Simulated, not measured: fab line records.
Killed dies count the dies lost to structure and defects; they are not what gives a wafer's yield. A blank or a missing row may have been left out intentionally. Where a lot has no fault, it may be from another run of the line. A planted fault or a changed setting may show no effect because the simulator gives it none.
Lot-split experiment ; flow n5_finfet ; 21 wafers read across 7 lots, on a route 1938 steps long

ABOUT THE SPLIT
At N5_BEOL_M10_HM_DEP_02 (deposits TiN, target thk 20 nm), the setting target_thk_a was moved away from the recipe's 200 angstrom on 4 of the 21 wafers read, by -12.7% to -10.2%. For the rest of the wafers, this setting stayed at what the recipe calls for.

FROM THE SPLIT TO THE READING: what the file shows between them, 4 steps
- N5_BEOL_M10_COAT_59: time 60 s, resist thk 100 nm
- N5_BEOL_M10_COAT_60: time 60 s, resist thk 30 nm
- N5_BEOL_M10_STRIP_68: strips in N2/H2
- N5_BEOL_M10_STRIP_67: strips in CF4

THE READING
etch.depth_nm (the simulator's own value, which no gauge read), in nm, at N5_BEOL_M10_HM_OPEN_17 (chemistry Cl2/BCl3, target TiN, target depth 20 nm, overetch 6 nm). No usual value for it is given in the file. Here, 17 wafers ran the recipe; their average is 20.06 nm with a standard deviation of 0.26 nm.

wafer;tool, chamber at the split;target_thk_a as run, angstrom;against the recipe;etch.depth_nm, nm;against lot-mates on the recipe
L075.2;pvd_sputter-03, -;200;recipe;19.66;-
L075.3;pvd_sputter-03, -;200;recipe;20.24;-
L075.4;pvd_sputter-03, -;200;recipe;20.04;-
L077.3;pvd_sputter-01, -;200;recipe;20.27;-
L077.4;pvd_sputter-01, -;200;recipe;20.2;-
L077.6;pvd_sputter-01, -;200;recipe;20.04;-
L080.3;pvd_sputter-02, -;200;recipe;19.67;-
L080.4;pvd_sputter-02, -;200;recipe;20.23;-
L080.6;pvd_sputter-02, -;179.6;-10.2%;17.94;-2.01
L084.1;pvd_sputter-02, -;200;recipe;19.89;-
L084.3;pvd_sputter-02, -;200;recipe;19.67;-
L084.5;pvd_sputter-02, -;200;recipe;19.82;-
L092.1;pvd_sputter-01, -;200;recipe;20.39;-
L092.3;pvd_sputter-01, -;174.7;-12.7%;17.49;-2.90
L092.6;pvd_sputter-01, -;174.7;-12.7%;17.81;-2.58
L096.2;pvd_sputter-01, -;200;recipe;19.77;-
L096.3;pvd_sputter-01, -;178.5;-10.8%;17.94;-2.02
L096.4;pvd_sputter-01, -;200;recipe;20.15;-
L095.1;pvd_sputter-01, -;200;recipe;20.34;-
L095.3;pvd_sputter-01, -;200;recipe;20.51;-
L095.6;pvd_sputter-01, -;200;recipe;20.15;-

THE FIT
A straight line over all 21 wafers: etch.depth_nm changes by +0.195 nm for each +1% of target_thk_a; r = +0.96; the points scatter about the line by 0.26 nm.
The same after taking each lot's own level away (the mean of its wafers on the recipe; 21 wafers): +0.207 nm for each +1%; r = +0.98; scatter 0.19 nm.
According to that fit, moving target_thk_a by its largest amount changes the reading by 2.6 nm.
Across the lots, their own levels run from 19.793 to 20.390 nm, a range of 2.3 times the standard deviation given above.
The two slopes are in agreement: the lot-to-lot level therefore moves the slope only a little.
Check: with one of the wafers moved furthest among these (-12.7%) left out of the fit, the line predicts -2.49 nm for it against its lot-mates. Against them it came out at -2.9 nm.

THE WHOLE CHAIN: every reading that the file lists as answering this split, in the file's order
step;what it does;reading;change (the file's fit);r (the file's)
N5_BEOL_M10_HM_DEP_02;deposits TiN, target thk 20 nm;TiN_of_BEOL_M10_HM_DEP_02.thk_nm (the simulator's own value, which no gauge read);+0.201 nm for each +1% of the setting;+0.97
N5_BEOL_M10_HM_OPEN_17;chemistry Cl2/BCl3, target TiN, target depth 20 nm, overetch 6 nm;etch.depth_nm (the simulator's own value, which no gauge read);+0.203 nm for each +1% of the setting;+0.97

FILE'S OWN FIT
etch.depth_nm changes by +0.203 nm for each +1% of target_thk_a, r = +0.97.
